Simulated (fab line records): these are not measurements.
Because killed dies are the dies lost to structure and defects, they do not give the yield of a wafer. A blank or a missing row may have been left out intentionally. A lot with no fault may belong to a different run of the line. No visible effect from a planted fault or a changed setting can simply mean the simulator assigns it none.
The tool behind it: which one?	flow n5-finfet	25 wafers from 9 lots sampled at 6 of the route's 1938 steps

WHAT THE GAUGES SHOWED, per wafer
N5_BEOL_M4_RC_MEAS_101.
lot	measured	on	DIBL_N (mV/V)	DIBL_P (mV/V)	IOFF_N (nA/um)	IOFF_P (nA/um)	ION_N (uA/um)	ION_P (uA/um)	SS_N (mV/dec)	SS_P (mV/dec)	VT_N (mV)	VT_P (mV)
L246	day 10 01:01	prober-02	35.5 34.6 39.3	37.0 35.8 42.0	0.17 0.15 0.28	0.27 0.24 0.38	689 687 708	478 480 488	71.1 71.0 72.2	73.5 72.2 73.6	246 249 238	-243.1 -246.4 -240.6
L244	day 10 15:43	prober-01	38.0 38.9 37.6	38.8 39.3 37.4	0.20 0.21 0.17	0.24 0.25 0.22	697 705 679	470 468 458	72.1 71.5 71.4	74.1 74.0 74.1	246 246 249	-249.7 -250.0 -252.2
L248	day 10 18:19	prober-02	34.3 34.2 34.7	34.6 35.0 35.8	0.14 0.15 0.14	0.21 0.21 0.21	661 677 662	460 472 460	71.6 71.1 72.2	73.9 73.3 73.0	251 250 252	-247.7 -246.4 -247.3
L249	day 10 20:47	prober-01	39.5 37.6 40.1	38.0 36.5 38.6	0.17 0.16 0.18	0.22 0.22 0.23	673 673 686	458 468 466	72.5 71.8 72.8	74.0 72.9 74.0	249 250 250	-249.8 -250.6 -247.5
L256	day 12 18:16	prober-01	35.4 36.0	34.4 35.0	0.14 0.16	0.20 0.22	670 685	470 478	70.9 71.8	72.0 72.4	250 248	-248.9 -248.1
L258	day 12 20:28	prober-01	38.0 38.1 37.2	37.9 39.2 37.7	0.18 0.18 0.17	0.22 0.24 0.21	666 680 685	456 475 466	71.7 72.4 71.8	74.5 73.8 73.5	249 248 246	-250.5 -251.5 -250.0
L259	day 13 12:53	prober-02	34.5 35.5	34.4 35.7	0.14 0.16	0.21 0.23	685 669	470 469	70.8 70.9	73.4 72.7	251 248	-247.6 -248.0
L260	day 13 19:41	prober-02	32.2 32.5 33.8	32.2 32.5 33.8	0.10 0.11 0.12	0.15 0.15 0.17	641 671 650	449 462 453	70.8 70.4 70.7	72.1 72.4 72.5	256 255 253	-254.0 -252.8 -252.0
L262	day 14 01:23	prober-01	34.1 34.1 38.3	35.5 34.8 40.8	0.14 0.14 0.23	0.20 0.19 0.31	680 661 698	469 457 477	71.8 71.4 71.7	72.6 72.4 73.5	250 249 245	-250.0 -249.1 -246.5

N5_BEOL_M9_CD_MEAS_35: target cd 70 nm, target cd y 40 nm.
lot	measured	on	cd-nm (nm)
L246	day 11 20:09	cd-sem-03	70.4 70.1 69.4
L244	day 12 12:49	cd-sem-02	71.8 71.1 70.7
L248	day 12 23:04	cd-sem-02	70.4 70.2 70.3
L249	day 12 16:02	cd-sem-02	69.7 70.0 70.6
L256	day 14 20:32	cd-sem-02	70.4 69.9
L258	day 14 22:29	cd-sem-03	68.2 68.1 68.1
L259	day 15 10:09	cd-sem-02	70.9 69.4
L260	day 16 00:46	cd-sem-03	69.2 69.1 70.5
L262	day 16 05:26	cd-sem-02	69.6 68.7 70.2

N5_BEOL_M10_THK_MEAS_01.
lot	measured	on	M10_ILD_THK (nm)
L246	day 12 00:31	film-metro-01	263 268 270
L244	day 12 16:12	film-metro-01	268 270 268
L248	day 13 02:08	film-metro-02	268 266 272
L249	day 12 18:51	film-metro-01	266 268 271
L256	day 15 00:41	film-metro-01	268 347
L258	day 15 03:54	film-metro-01	266 351 271
L259	day 15 14:52	film-metro-02	349 350
L260	day 16 05:50	film-metro-01	263 266 267
L262	day 16 08:02	film-metro-01	268 266 269

EACH LOT AND THE TOOL THAT RAN IT (in order: tool; ch and the chambers of the sampled wafers; start)
lot	N5_BEOL_M9_STRIP_80	N5_BEOL_M9_SURFACE_TREAT_79	N5_BEOL_M10_ILD_DEP_00
L246	rie-diel-04 ch 0,1,2, day 11 20:09 or earlier	pvd-sputter-01, day 11 21:14	pecvd-04 ch 0,1,2, day 11 23:02
L244	rie-diel-04 ch 0,2,3, day 12 12:49 or earlier	pvd-sputter-03, day 12 13:40	pecvd-04 ch 0,1,2, day 12 15:37
L248	rie-diel-03 ch 0,2,3, day 12 23:04 or earlier	pvd-sputter-03, day 13 00:07	pecvd-03 ch 0,1,2, day 13 01:32
L249	rie-diel-06 ch 0,2,3, day 12 16:02 or earlier	pvd-sputter-03, day 12 16:59	pecvd-04 ch 1,2, day 12 18:16
L256	rie-diel-06 ch 0,1, day 14 20:32 or earlier	pvd-sputter-03, day 14 22:35	pecvd-04 ch 1, day 15 00:05
L258	rie-diel-04 ch 1,2, day 14 22:29 or earlier	pvd-sputter-01, day 15 01:32	pecvd-04 ch 1,2, day 15 02:48
L259	rie-diel-04 ch 2,3, day 15 10:09 or earlier	pvd-sputter-01, day 15 11:32	pecvd-04 ch 0,1, day 15 14:19
L260	rie-diel-03 ch 0,2,3, day 16 00:46 or earlier	pvd-sputter-03, day 16 01:49	pecvd-03 ch 1,2, day 16 05:14
L262	rie-diel-03 ch 0,2,3, day 16 05:26 or earlier	pvd-sputter-01, day 16 06:14	pecvd-03 ch 0,1,2, day 16 07:28
- N5_BEOL_M9_STRIP_80: strips in N2/H2, time 10 s.
- N5_BEOL_M9_SURFACE_TREAT_79
- N5_BEOL_M10_ILD_DEP_00: deposits SiCOH lowk from DEMS/porogen, target thk 308.51 nm, time 58 s.

WHAT THE TOOLS THEMSELVES READ (means of the sampled wafers that have a number; where no wafer has one, the mark that the record gives instead)
N5_BEOL_M9_STRIP_80.
lot	tool	drypump-motor-current-A (A)	oes-product-au (a.u.)	rf-vpp-V (V)	showerhead-plenum-p-Torr (Torr)	throttle-valve-pct (%)
L246	rie-diel-04	6.3	0.84	59.4	2.61	23.45
L244	rie-diel-04	5.9	0.84	58.4	2.60	23.68
L248	rie-diel-03	6.1	0.87	58.5	2.55	23.41
L249	rie-diel-06	5.6	0.72	58.3	2.45	23.80
L256	rie-diel-06	5.3	0.70	58.2	2.51	24.01
L258	rie-diel-04	6.4	0.85	59.4	2.61	23.57
L259	rie-diel-04	5.8	0.81	59.5	2.60	23.83
L260	rie-diel-03	6.1	0.83	59.0	2.54	23.45
L262	rie-diel-03	6.1	0.83	58.8	2.54	23.44

N5_BEOL_M10_ILD_DEP_00.
lot	tool	chamber-pressure-Torr (Torr)	heater-power-w (W)	rf-fwd-power-W (W)	run-length-s (s)	showerhead-plenum-p-Torr (Torr)	throttle-valve-pct (%)
L246	pecvd-04	5.003	331	496.4	100.8	5.731	14.2
L244	pecvd-04	4.995	296	497.3	100.5	5.738	14.1
L248	pecvd-03	4.995	306	497.2	101.4	5.754	13.5
L249	pecvd-04	5.003	282	494.5	100.2	5.732	14.0
L256	pecvd-04	4.998	280	494.9	109.1	5.726	14.1
L258	pecvd-04	4.997	315	494.9	106.3	5.726	14.4
L259	pecvd-04	5.000	286	496.9	118.5	5.742	14.2
L260	pecvd-03	4.998	302	497.4	101.0	5.745	13.4
L262	pecvd-03	5.005	327	496.9	101.3	5.746	13.7

THE ANSWER, worked out from the rows above alone
Rule: usual is defined by the lots themselves. Put in order of their means at a reading, lots are off if they are a third of the lots or fewer, leave a main group of 4 or more, and stand apart from it by a gap of 3 or more times the standard deviation of the main group's means; of several such gaps the widest counts. A main group is skipped when, at the precision printed for the reading in the tables above, its means are all equal. A lot without any number at a reading at which 4 lots or more have one is off too. Any other lot the step has rows for is counted as sound. After the gauges, taken in route order, come the tools' own readings; for these a lot's mean is taken, as printed above. The first step at which some lot is off is used, and at that step the reading that is off furthest; a lot without a number counts as furthest.
Off: L256, L258, L259, seen at N5_BEOL_M10_THK_MEAS_01 (M10_ILD_THK). Mean 268 nm and standard deviation 1.2 in the main group.
If a tool, at a process step before that reading, ran all the lots that are off and no sound lot after the first of them, it fits. The gauges at N5_BEOL_M10_THK_MEAS_01 aren't tried: what is off there is off at N5_BEOL_M10_ILD_DEP_00 too, on other tools, and a gauge's error can't cause that. With no start given for some of its lots, N5_BEOL_M9_STRIP_80 uses the hours and lot order of N5_BEOL_M9_CD_MEAS_35. One candidate fits, namely pecvd-04 at N5_BEOL_M10_ILD_DEP_00. Its last sound lot is L249 (day 12 18:16), its first lot that is off L256 (day 15 00:05): a fault that began between those two fits.
On the lots that are off, the tool's own readings at N5_BEOL_M10_ILD_DEP_00 differ by more than 5 times the standard deviation of the sound lots' means, which bears it out; run-length-s reads 111.3 s there versus 100.9 s on the sound lots.

WHAT HAD BEEN PUT IN BY THE SIMULATOR
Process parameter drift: pecvd-04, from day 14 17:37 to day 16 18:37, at N5_BEOL_M10_ILD_DEP_00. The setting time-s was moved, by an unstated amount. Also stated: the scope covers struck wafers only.
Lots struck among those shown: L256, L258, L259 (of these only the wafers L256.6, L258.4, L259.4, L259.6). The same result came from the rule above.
